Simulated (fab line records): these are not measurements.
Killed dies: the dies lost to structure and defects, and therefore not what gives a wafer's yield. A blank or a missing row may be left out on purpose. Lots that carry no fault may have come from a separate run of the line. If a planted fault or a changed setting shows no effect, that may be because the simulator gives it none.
One fault seen from 2 desks + flow n5_finfet + what lay behind the numbers comes last; until then each desk has only its own

== METROLOGY DESK ==
What the gauges read for every lot (on any tool): the sampled wafers with a number, averaged. If a lot's mean is further than 4 standard deviations from the usual mean, the lot is out of limits and carries the mark OUT (the distance appears in the brackets). Shown here are 7 of its 10 readings, the ones lying furthest out on some lot.
Columns: A = DIBL_N at N5_BEOL_M4_RC_MEAS_101, usual 37.3 mV/V; B = DIBL_P at N5_BEOL_M4_RC_MEAS_101, usual 37.4 mV/V; C = IOFF_N at N5_BEOL_M4_RC_MEAS_101, usual 0.18 nA/um; D = IOFF_P at N5_BEOL_M4_RC_MEAS_101, usual 0.25 nA/um; E = SS_N at N5_BEOL_M4_RC_MEAS_101, usual 71.8 mV/dec; F = SS_P at N5_BEOL_M4_RC_MEAS_101, usual 73.6 mV/dec; G = VT_N at N5_BEOL_M4_RC_MEAS_101, usual 248 mV
| lot  | first seen here | A    | B    | C    | D    | E    | F    | G   |
|------|-----------------|------|------|------|------|------|------|-----|
| L193 | day 8 14:34     | 36.8 | 37.0 | 0.16 | 0.26 | 71.8 | 73.8 | 248 |
| L195 | day 8 21:13     | 34.8 | 35.4 | 0.13 | 0.19 | 71.5 | 72.1 | 253 |
| L196 | day 8 22:00     | 37.6 | 37.3 | 0.19 | 0.26 | 71.8 | 73.8 | 249 |
| L197 | day 9 03:22     | 39.0 | 40.3 | 0.21 | 0.26 | 72.1 | 74.0 | 246 |
| L207 | day 11 22:19    | 37.8 | 36.6 | 0.20 | 0.25 | 71.4 | 73.7 | 245 |
| L208 | day 12 05:07    | 33.7 | 34.2 | 0.14 | 0.20 | 71.0 | 73.1 | 250 |
| L214 | day 13 12:40    | 37.3 | 37.8 | 0.17 | 0.24 | 72.2 | 74.0 | 252 |
| L215 | day 13 13:46    | 36.7 | 35.3 | 0.17 | 0.26 | 71.3 | 73.1 | 248 |
Result from this desk: across the 8 lots, nothing is out of limits.

== AT THE TOOL OWNER'S DESK: rie_diel-02 ==
The tool's own readings at N5_MOL_CONTACT_COAG_ETCHBACK_135 (etches SiO2 in CHF3, target depth 25 nm, time 16.7 s): means of the sampled wafers that have a number, for each lot that ran on this tool. If a lot's mean is further than 4 standard deviations from the usual mean, the lot is out of limits and carries the mark OUT (the distance appears in the brackets).
Columns: A = bias_w at N5_MOL_CONTACT_COAG_ETCHBACK_135, usual 170.0 W; B = drypump_motor_current_A at N5_MOL_CONTACT_COAG_ETCHBACK_135, usual 5.5 A; C = mfc_ar_sccm at N5_MOL_CONTACT_COAG_ETCHBACK_135, usual 200.0 sccm; D = oes_product_au at N5_MOL_CONTACT_COAG_ETCHBACK_135, usual 0.78 a.u.; E = rf_vpp_V at N5_MOL_CONTACT_COAG_ETCHBACK_135, usual 522 V; F = showerhead_plenum_p_Torr at N5_MOL_CONTACT_COAG_ETCHBACK_135, usual 2.36 Torr; G = throttle_valve_pct at N5_MOL_CONTACT_COAG_ETCHBACK_135, usual 18.73 %
| lot  | first seen here | A     | B   | C     | D    | E   | F    | G     |
|------|-----------------|-------|-----|-------|------|-----|------|-------|
| L193 | day 5 18:02     | 169.6 | 5.6 | 200.2 | 0.79 | 525 | 2.35 | 18.65 |
| L196 | day 6 08:24     | 170.1 | 5.4 | 200.0 | 0.84 | 530 | 2.38 | 18.77 |
| L207 | day 8 22:04     | 169.7 | 5.7 | 200.5 | 0.83 | 534 | 2.41 | 18.77 |
Result from this desk: across the 3 lots, nothing is out of limits.

== PUT TOGETHER ==
Metrology desk: nothing out of limits seen.
The tool owner's desk saw nothing out of limits.

== WHAT THE SIMULATOR PUT IN ==
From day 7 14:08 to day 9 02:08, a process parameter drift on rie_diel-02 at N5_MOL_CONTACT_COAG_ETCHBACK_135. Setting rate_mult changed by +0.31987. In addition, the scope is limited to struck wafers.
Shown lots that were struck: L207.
